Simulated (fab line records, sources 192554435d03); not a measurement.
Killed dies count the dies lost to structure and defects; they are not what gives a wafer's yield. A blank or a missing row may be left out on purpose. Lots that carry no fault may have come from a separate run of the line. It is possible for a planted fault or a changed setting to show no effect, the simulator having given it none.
Code-filled problem report in 8D (eight disciplines) form    flow n5-finfet    the parts of the form that need people (team, actions taken, sign-off) are left out

== 1. WHAT IS WRONG ==
Mean of run-length-s at N5_BEOL_M5_CO_CAP_78: 167.2 s across 2 wafers in 2 lots; on wafers with no fault it is 125.0 s (standard deviation 0.67). Measured from the usual mean, that is +63 standard deviations.
The step: material Co, precursor CCTBA/H2, target thk 2 nm, time 102.1 s.
First observed at day 10 09:10: wafer L170.5, on cvd-co-02. The record holds 33 wafers of 12 lots with a number at this step. Rule for "out", or "out of limits": more than 4 standard deviations from the usual mean. The other wafers with a number count as sound.

== 2. WHAT IT IS AND WHAT IT IS NOT ==
question                     is                 is not
which readings at this step  run-length-s       heater-power-w
which lots                   L170, L172         L160, L161, L164, L165, L166, L167, L175, L176, L182, L183
which wafers of those lots   L170.5, L172.1     L170.4, L172.2, L172.4
read on which tools          cvd-co-02          cvd-co-01
when                         from day 10 09:10  up to then (17 sound wafers); but 14 sound wafers of L172, L175, L176, L182, L183 came after

== 3. WHAT RULES OUT EACH SUSPECT ==
Counting: if a tool at a process step up to the reading ran every lot that is out, it stays a suspect. Sound lots after the first of them don't rule it out here, since some wafers of a struck lot are sound.
- cvd-co-02 at N5_BEOL_M5_CO_CAP_78 (material Co, precursor CCTBA/H2, target thk 2 nm, time 102.1 s): kept. It ran every lot that is out, first L170 (day 10 09:10); its last sound lot up to then is L166 (day 9 15:16). Its own run-length-s readings are out on those wafers.
Left after counting: cvd-co-02 at N5_BEOL_M5_CO_CAP_78.

== 4. THE CAUSE (what the simulator had put in) ==
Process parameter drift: cvd-co-02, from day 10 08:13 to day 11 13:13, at N5_BEOL_M5_CO_CAP_78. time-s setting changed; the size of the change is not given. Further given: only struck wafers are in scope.
Counting left only this tool.

== 5. THE EFFECT CHAIN, in route order ==
Each row: a reading where the mean over the struck wafers with a number is more than 3 standard deviations away from the usual. Only readings for which the record gives a usual standard deviation are gone through. hours: the time from each lot's start at the first step in this table that gives one to its start at this step, as a median over the lots. sigmas: the change in usual standard deviations.
hours  step                  reading       usual    on struck wafers  change  sigmas
0      N5_BEOL_M5_CO_CAP_78  run-length-s  125.0 s  167.2             +42.2   +63
The process steps in it:
- N5_BEOL_M5_CO_CAP_78: material Co, precursor CCTBA/H2, target thk 2 nm, time 102.1 s.

== 6. HOW IT WOULD HAVE BEEN CAUGHT EARLIER ==
In this record the first reading out of limits was taken at day 10 09:10, 1 hour after the fault began at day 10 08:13.
